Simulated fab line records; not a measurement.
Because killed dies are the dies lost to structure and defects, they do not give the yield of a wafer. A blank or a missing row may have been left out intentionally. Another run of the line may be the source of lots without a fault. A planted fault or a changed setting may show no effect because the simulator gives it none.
fab line records	flow nand_harc
record: lots: 13	wafers: 39	last_day: 24
route steps=1159 shown P_BONDPAD@371 A_ZERO_WELL@401 A_ONON_D1@438
lots with no fault: from the same line, run without faults
start_h: the number of hours between the record's first day and the start of the first shown wafer of the lot	wait_h: how many hours have passed since the lot's step before this one	" as in the row above	L1.1+2: several wafers, shown together as one row	- value missing, or start not given	* or withheld: withheld	< > ~ a bound
route shown NAME@n: a module of which the file shows steps, and the number in the route of the first	usual: mean/standard deviation of fault-free wafers	same: alike in all rows	chamber/n: place in a boat	sites: each site's reading	_std_site: their standard deviation	_edge_site: inner sites' mean taken away from outer sites' mean	radius_mm: how far each site lies from the wafer's centre	mask NAME#n: copy n	behind: the most recent tool/chamber to have shaped the wafer	hold: reason for holding the lot/hours on hold/outcome of the hold	device: the n, p or np transistor that did not switch	end of line: the tests these same wafers got at the end of their route	a step with no rows: only its recipe	killed: dies lost to structure and defects at the first sort, not the wafer's yield	map: dies across one wafer; x = killed, . = not, _ = none there
set.NAME: the setting as run; set.NAME@STEP: as run at that earlier step	model.NAME: the simulator's own value behind a step, which no gauge read
route steps across a sampled set of lots; one table per step, one row per wafer
services: a tool's chamber out of use, with start hour (start_h, from the record's first day; less than 0 if before it), hours out, and reason
== steps ==
step: NHARC_P_BONDPAD_STRIP_15
recipe: o2_flow_sccm: 500	ar_flow_sccm: 0	bias_w: 0	chemistry: O2
usual: drypump_motor_current_A: 5.80/0.27	oes_product_au: 0.999/0.0075	rf_vpp_V: 57.7/0.97	showerhead_plenum_p_Torr: 3.53/0.11	throttle_valve_pct: 17.035/0.0089
lot.wafer	tool	chamber	start_h	wait_h	drypump_motor_current_A	oes_product_au	rf_hours_counter_h	rf_vpp_V	showerhead_plenum_p_Torr	throttle_valve_pct
L720.4	rie_diel-13	0	129.57	0.1	5.73	0.995	3	58.3	3.53	17.040
L720.6	"	1	"	"	5.66	1.001	-	55.8	3.45	17.018
L720.5	"	2	"	"	5.67	1.013	-	57.0	3.61	17.042
L721.4	rie_diel-13	2	144.48	0.1	5.66	0.988	4	57.2	3.61	17.043
L721.5	"	3	"	"	6.10	0.993	-	59.4	3.62	17.038
L721.6	"	0	"	"	5.79	0.995	-	58.0	3.53	17.010
L722.1	rie_diel-13	2	147.58	0.1	5.66	1.001	4	58.3	3.61	17.014
L722.4	"	3	"	"	6.09	0.986	4	57.6	3.62	17.040
L722.3	"	0	"	"	5.79	0.990	4	58.4	3.53	17.029
L723.2	rie_diel-13	0	148.41	0.1	5.73	0.996	4	58.3	3.53	17.030
L723.1	"	2	"	"	5.70	1.005	5	58.8	3.61	17.026
L723.6	"	1	"	"	5.64	1.010	-	57.8	3.45	17.036
L725.2	rie_diel-13	3	150.99	0.1	6.13	0.990	4	56.9	3.62	17.035
L725.5	"	3	"	"	6.12	0.991	-	57.9	3.62	17.039
L725.6	"	0	"	"	5.76	0.991	-	57.2	3.53	17.053
L726.3	rie_diel-04	3	167.73	0.1	6.05	0.998	18	58.2	3.72	17.031
L726.5	"	2	"	"	5.59	0.997	-	58.4	3.32	17.039
L726.6	"	3	"	"	6.05	0.987	-	57.5	3.72	17.040
L729.1	rie_diel-13	2	183.44	0.1	5.65	1.002	8	57.3	3.61	17.044
L729.2	"	3	"	"	6.09	0.990	8	58.6	3.62	17.043
L729.5	"	1	"	"	5.64	0.986	-	56.8	3.45	17.032
L727.4	rie_diel-11	3	184.17	0.1	5.44	1.008	62	57.6	3.29	17.037
L727.2	"	1	"	"	5.53	0.992	61	56.7	3.42	17.034
L727.6	"	3	"	"	5.44	1.010	-	56.2	3.29	17.043
L728.4	rie_diel-13	3	190.04	0.1	6.09	0.985	9	59.0	3.62	17.027
L728.1	"	2	"	"	5.69	1.002	9	58.8	3.61	17.052
L728.5	"	3	"	"	6.10	0.997	-	58.7	3.62	17.040
L731.1	rie_diel-13	3	195.19	0.1	6.06	0.998	10	58.2	3.62	17.039
L731.3	"	0	"	"	5.74	0.998	10	58.5	3.53	17.030
L731.6	"	2	"	"	5.68	1.009	-	58.5	3.61	17.039
L730.2	rie_diel-13	2	195.81	0.1	5.66	1.016	10	57.4	3.61	17.031
L730.1	"	3	"	"	6.12	1.004	10	58.6	3.62	17.019
L730.3	"	0	"	"	5.75	0.998	10	58.9	3.53	17.029
L732.1	rie_diel-11	3	214.95	0.1	5.44	1.007	5	56.9	3.29	17.041
L732.2	"	0	"	"	6.56	0.999	5	58.4	3.60	17.030
L732.6	"	2	"	"	5.43	1.000	-	58.5	3.65	17.040
L742.2	rie_diel-04	3	263.08	0.1	6.07	0.992	55	57.5	3.70	17.026
L742.4	"	0	"	"	5.92	1.007	54	56.0	3.60	17.024
L742.6	"	2	"	"	5.65	0.994	-	57.0	3.30	17.034
step: NHARC_P_BONDPAD_ACTIVATE_29
recipe: time_s: 60	n2_flow_sccm: 200	ar_flow_sccm: 0	bias_power_w: 0	chemistry: N2
usual: drypump_motor_current_A: 5.80/0.27	oes_product_au: 0.999/0.0082	rf_vpp_V: 64.2/0.9	showerhead_plenum_p_Torr: 1.77/0.06
same: time_s: 60
lot.wafer	tool	chamber	start_h	wait_h	drypump_motor_current_A	oes_product_au	rf_hours_counter_h	rf_vpp_V	showerhead_plenum_p_Torr
L720.4	rie_diel-13	2	131.77	0.1	5.63	1.000	3	63.3	1.81
L720.6	"	2	"	"	5.64	1.001	-	66.4	1.81
L720.5	"	3	"	"	6.05	0.999	-	63.8	1.82
L721.4	rie_diel-13	3	146.72	0.1	6.08	0.987	4	65.1	1.82
L721.6	"	0	"	"	5.82	0.994	-	65.0	1.77
L721.5	"	1	"	"	5.62	0.991	-	64.3	1.72
L722.1	rie_diel-13	2	149.84	0.1	5.63	1.002	5	64.8	1.81
L722.3	"	3	"	"	6.08	1.008	4	66.1	1.82
L722.4	"	1	"	"	5.63	1.012	5	63.6	1.72
L723.1	rie_diel-11	3	150.67	0.1	5.46	1.009	48	65.2	1.64
L723.2	"	0	"	"	6.52	1.001	46	65.0	1.81
L723.6	"	3	"	"	5.44	1.016	-	64.6	1.64
L725.2	rie_diel-13	0	153.22	0.1	5.76	0.994	4	64.8	1.77
L725.6	"	3	"	"	6.11	0.992	-	65.8	1.82
L725.5	"	0	"	"	5.77	0.992	-	64.1	1.77
L726.3	rie_diel-13	3	169.93	0.1	6.08	1.004	7	64.3	1.82
L726.6	"	3	"	"	6.07	0.989	-	65.2	1.82
L726.5	"	0	"	"	5.72	0.992	-	64.0	1.77
L729.2	rie_diel-04	2	185.64	0.1	5.60	0.996	26	63.2	1.65
L729.1	"	0	"	"	5.94	1.010	25	65.0	1.82
L729.5	"	2	"	"	5.63	0.996	-	64.7	1.65
L727.2	rie_diel-13	3	186.56	0.1	6.10	1.000	9	63.5	1.82
L727.4	"	2	"	"	5.63	1.006	9	64.0	1.81
L727.6	"	0	"	"	5.77	1.003	-	65.0	1.77
L728.1	rie_diel-13	3	192.29	0.1	6.06	0.988	9	64.5	1.81
L728.4	"	0	"	"	5.73	0.986	9	64.6	1.77
L728.5	"	2	"	"	5.61	0.992	-	64.1	1.81
L731.3	rie_diel-13	0	197.41	0.1	5.78	0.992	10	64.1	1.77
L731.1	"	1	"	"	5.63	1.003	10	62.9	1.72
L731.6	"	0	"	"	5.77	1.004	-	64.2	1.77
L730.3	rie_diel-13	2	198.04	0.1	5.62	1.010	10	64.7	1.81
L730.2	"	3	"	"	6.07	0.995	10	64.3	1.81
L730.1	"	0	"	"	5.76	0.995	10	64.4	1.77
L732.2	rie_diel-13	1	217.25	0.1	5.65	1.013	12	65.2	1.72
L732.1	"	2	"	"	5.68	0.989	11	62.5	1.81
L732.6	"	1	"	"	5.61	1.014	-	65.6	1.72
L742.2	rie_diel-13	2	265.32	0.1	5.65	0.984	15	63.8	1.81
L742.4	"	3	"	"	6.08	0.994	17	66.3	1.81
L742.6	"	0	"	"	5.79	0.991	-	63.5	1.76
step: NHARC_A_ZERO_WELL_CD_MEAS_10
recipe: target_cd_nm: 2000	landing_energy_ev: 500
usual: cd_nm: 1999.9/1.3
lot.wafer	tool	chamber	start_h	wait_h	cd_nm
L720.4	cd_sem-03	0	133.02	-	2000.1
L720.5	"	0	"	"	1999.2
L720.6	"	0	"	"	1999.4
L721.4	cd_sem-02	0	147.97	-	1998.6
L721.5	"	0	"	"	1996.3
L721.6	"	0	"	"	1998.1
L722.1	cd_sem-02	0	150.96	-	2000.2
L722.3	"	0	"	"	1998.8
L722.4	"	0	"	"	2000.9
L723.1	cd_sem-03	0	151.79	-	1999.0
L723.2	"	0	"	"	1999.4
L723.6	"	0	"	"	2000.4
L725.2	cd_sem-01	0	154.49	-	2000.9
L725.5	"	0	"	"	2001.5
L725.6	"	0	"	"	2003.2
L726.3	cd_sem-03	0	171.18	-	1998.7
L726.5	"	0	"	"	1998.1
L726.6	"	0	"	"	1999.4
L729.1	cd_sem-02	0	186.76	-	2000.1
L729.2	"	0	"	"	1997.9
L729.5	"	0	"	"	2000.9
L727.2	cd_sem-02	0	187.69	-	1999.7
L727.4	"	0	"	"	2000.2
L727.6	"	0	"	"	2000.1
L728.1	cd_sem-03	0	193.52	-	1999.3
L728.4	"	0	"	"	1997.7
L728.5	"	0	"	"	1998.0
L731.1	cd_sem-03	0	198.52	-	2001.8
L731.3	"	0	"	"	2000.2
L731.6	"	0	"	"	2000.5
L730.1	cd_sem-03	0	199.29	-	1999.8
L730.2	"	0	"	"	2001.0
L730.3	"	0	"	"	1999.9
L732.1	cd_sem-03	0	218.46	-	2000.0
L732.2	"	0	"	"	2000.0
L732.6	"	0	"	"	2000.2
L742.2	cd_sem-03	0	266.54	-	2000.6
L742.4	"	0	"	"	1999.6
L742.6	"	0	"	"	1999.5
step: NHARC_A_ONON_D1_DEP_19
recipe: target_thk_a: 10000	n2_flow_sccm: 2750	n2o_flow_sccm: 2000	nh3_flow_sccm: 500	sih4_flow_sccm: 210	temp_c: 400
usual: susceptor_temp_C: 399.99/0.25
lot.wafer	tool	chamber	start_h	wait_h	susceptor_temp_C
L720.4	pecvd_onon-03	0	166.65	0.2	399.90
L720.5	"	0	"	"	399.92
L720.6	"	0	"	"	399.80
L723.1	pecvd_onon-02	0	182.60	0.1	399.81
L723.2	"	0	"	"	399.82
L723.6	"	0	"	"	400.17
L722.1	pecvd_onon-04	0	182.60	0.1	399.87
L722.3	"	0	"	"	399.66
L722.4	"	0	"	"	399.90
L721.4	pecvd_onon-03	0	182.91	0.3	399.86
L721.5	"	0	"	"	400.01
L721.6	"	0	"	"	400.02
L725.2	pecvd_onon-02	0	183.01	0.1	399.88
L725.5	"	0	"	"	399.88
L725.6	"	0	"	"	399.89
L729.1	pecvd_onon-03	0	220.34	0.1	399.50
L729.2	"	0	"	"	400.16
L729.5	"	0	"	"	399.68
L727.2	pecvd_onon-02	0	220.41	0.1	399.84
L727.4	"	0	"	"	399.84
L727.6	"	0	"	"	399.71
L726.3	pecvd_onon-04	0	220.46	0.2	400.01
L726.5	"	0	"	"	400.21
L726.6	"	0	"	"	400.10
L728.1	pecvd_onon-02	0	228.48	0.1	400.14
L728.4	"	0	"	"	399.85
L728.5	"	0	"	"	399.72
L730.1	pecvd_onon-02	0	231.98	0.1	400.38
L730.2	"	0	"	"	400.48
L730.3	"	0	"	"	400.10
L731.1	pecvd_onon-03	0	231.99	0.1	399.96
L731.3	"	0	"	"	400.00
L731.6	"	0	"	"	400.09
L732.1	pecvd_onon-02	0	248.90	0.1	400.14
L732.2	"	0	"	"	400.07
L732.6	"	0	"	"	399.46
L742.2	pecvd_onon-03	0	296.91	0.1	400.29
L742.4	"	0	"	"	400.13
L742.6	"	0	"	"	400.31
step: NHARC_A_ONON_D1_THK_MEAS_21
recipe: thk_meas_gauge: ellipsometry
usual: thk_nm: 1004/6.9
lot.wafer	tool	chamber	start_h	wait_h	thk_nm
L720.4	film_metro-02	-	166.98	-	1001
L720.5	"	-	"	"	1000
L720.6	"	-	"	"	1000
L723.1	film_metro-01	-	183.11	-	1006
L723.2	"	-	"	"	1008
L723.6	"	-	"	"	1008
L722.1	film_metro-02	-	183.12	-	1018
L722.3	"	-	"	"	1015
L722.4	"	-	"	"	1013
L721.4	film_metro-01	-	183.25	-	1004
L721.5	"	-	"	"	1003
L721.6	"	-	"	"	1005
L725.2	film_metro-01	-	183.47	-	991
L725.5	"	-	"	"	989
L725.6	"	-	"	"	992
L729.1	film_metro-02	-	220.85	-	1002
L729.2	"	-	"	"	1000
L729.5	"	-	"	"	999
L726.3	film_metro-02	-	220.86	-	1003
L726.5	"	-	"	"	1003
L726.6	"	-	"	"	1002
L727.2	film_metro-02	-	220.87	-	999
L727.4	"	-	"	"	1000
L727.6	"	-	"	"	1002
L728.1	film_metro-01	-	228.99	-	1018
L728.4	"	-	"	"	1016
L728.5	"	-	"	"	1018
L730.1	film_metro-02	-	232.48	-	1004
L730.2	"	-	"	"	1004
L730.3	"	-	"	"	1006
L731.1	film_metro-02	-	232.50	-	1001
L731.3	"	-	"	"	999
L731.6	"	-	"	"	998
L732.1	film_metro-02	-	249.41	-	1012
L732.2	"	-	"	"	1010
L732.6	"	-	"	"	1009
L742.2	film_metro-02	-	297.37	-	967
L742.4	"	-	"	"	999
L742.6	"	-	"	"	1000
== services ==
tool	chamber	start_h	hours	kind
rie_diel-13	0	108.00	-	clean
rie_diel-13	1	108.00	-	clean
rie_diel-13	2	108.00	-	clean
rie_diel-13	3	108.00	-	clean
pecvd_onon-02	-	111.00	13.0	pm
rie_diel-04	-	112.24	9.0	pm
rie_diel-13	0	132.50	-	clean
rie_diel-13	1	132.50	-	clean
rie_diel-13	2	132.50	-	clean
rie_diel-13	3	132.50	-	clean
rie_diel-13	3	139.33	1.2	repair
pecvd_onon-03	-	153.12	13.0	pm
rie_diel-13	0	157.00	-	clean
rie_diel-04	-	186.22	1.5	repair
rie_diel-11	-	189.50	9.0	pm
rie_diel-04	3	192.49	1.6	repair
rie_diel-13	2	210.31	4.6	repair
rie_diel-11	-	233.68	0.6	repair
pecvd_onon-04	-	237.34	13.0	pm
rie_diel-13	2	249.44	9.5	repair
rie_diel-11	-	266.91	0.6	repair
rie_diel-13	-	276.10	9.0	pm
rie_diel-04	-	289.30	9.0	pm
pecvd_onon-02	-	292.00	13.0	pm
== key ==
first_sign: step: NHARC_A_ONON_D1_THK_MEAS_21	reading: thk_nm	direction: down	sigmas: 5.4	usual: 1004	struck: 967
effect none on later readings
met_at NHARC_A_ONON_D1_DEP_19
struck_lots L742
struck_wafers L742.2
sort_left_out L742.2
tester_left_out L742
not_acting_at NHARC_P_BONDPAD_STRIP_15,NHARC_P_BONDPAD_ACTIVATE_29,NHARC_A_ZERO_WELL_CD_MEAS_10
onset_between 231.99 296.91
fault: kind: process_parameter_drift	tool: pecvd_onon-03	chamber: -	onset_h: 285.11	steps: NHARC_A_ONON_D1_DEP_19	channel: target_thk_a	offset: *	shape: step	end_h: 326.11	scope: struck_wafers_only	acts_in: *	stated: *
tester_left_out: of these lots the tester's yield and bins aren't shown, on N5 and GAA mostly nor the transistor test; their killed dies are dies lost to structure and defects alone, not to doping, threshold or leakage, so they don't give the yield
sort_left_out: the simulated sort isn't trusted on such a fault, so these wafers' sort isn't shown, and their yield isn't known
